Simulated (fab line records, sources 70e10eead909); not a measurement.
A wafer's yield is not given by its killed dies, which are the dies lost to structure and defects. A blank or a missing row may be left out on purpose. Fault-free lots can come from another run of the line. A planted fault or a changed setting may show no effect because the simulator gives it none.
Matching of chambers -- flow nand-harc -- pecvd-01 running NHARC_A_ONON_D1_DEP_33: 3 sister chambers
The step deposits SiO2, target thk 200 nm. 6 wafers are shown with their chamber, then 7 later ones without.

EACH WAFER AND ITS CHAMBER
wafer,chamber,heater-power-w (W),throttle-valve-pct (%)
L691.5,0,788,17.0
L699.1,2,480,16.6
L699.2,1,581,16.2
L699.3,0,665,16.9
L701.3,1,465,16.0
L701.5,2,430,17.0

WAFERS WITH NO CHAMBER GIVEN
wafer,heater-power-w (W),throttle-valve-pct (%)
L701.6,604,17.1
L702.2,501,15.8
L702.4,620,17.2
L702.6,479,17.0
L703.1,409,16.6
L703.2,560,16.0
L703.5,563,16.1

EACH ONE'S CHAMBER
wafer,from the rows above,in truth
L701.6,can't be placed: 0 or 2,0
L702.2,1,1
L702.4,can't be placed: 0 or 2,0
L702.6,2,2
L703.1,can't be placed: 2 or 1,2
L703.2,1,1
L703.5,1,1
4 of 7 placed correctly. Not placeable from these rows: 3 (in 3, the candidates include the true chamber). Placed wrongly: 0.
How it was worked out, from the rows above alone: a wafer's distance from a chamber is the root of the sum, over the readings, of the square of ((its reading less the chamber's mean) divided by the reading's scatter). If the next closest chamber is less than 2 further off than the closest, the wafer can't be placed; otherwise it belongs to the closest. For every chamber, the mean is computed from those of its wafers that are shown. How the scatter is found: for the shown wafers, subtract from each reading the mean of its chamber, square and add these, divide the total by (wafers less chambers), then take the root.
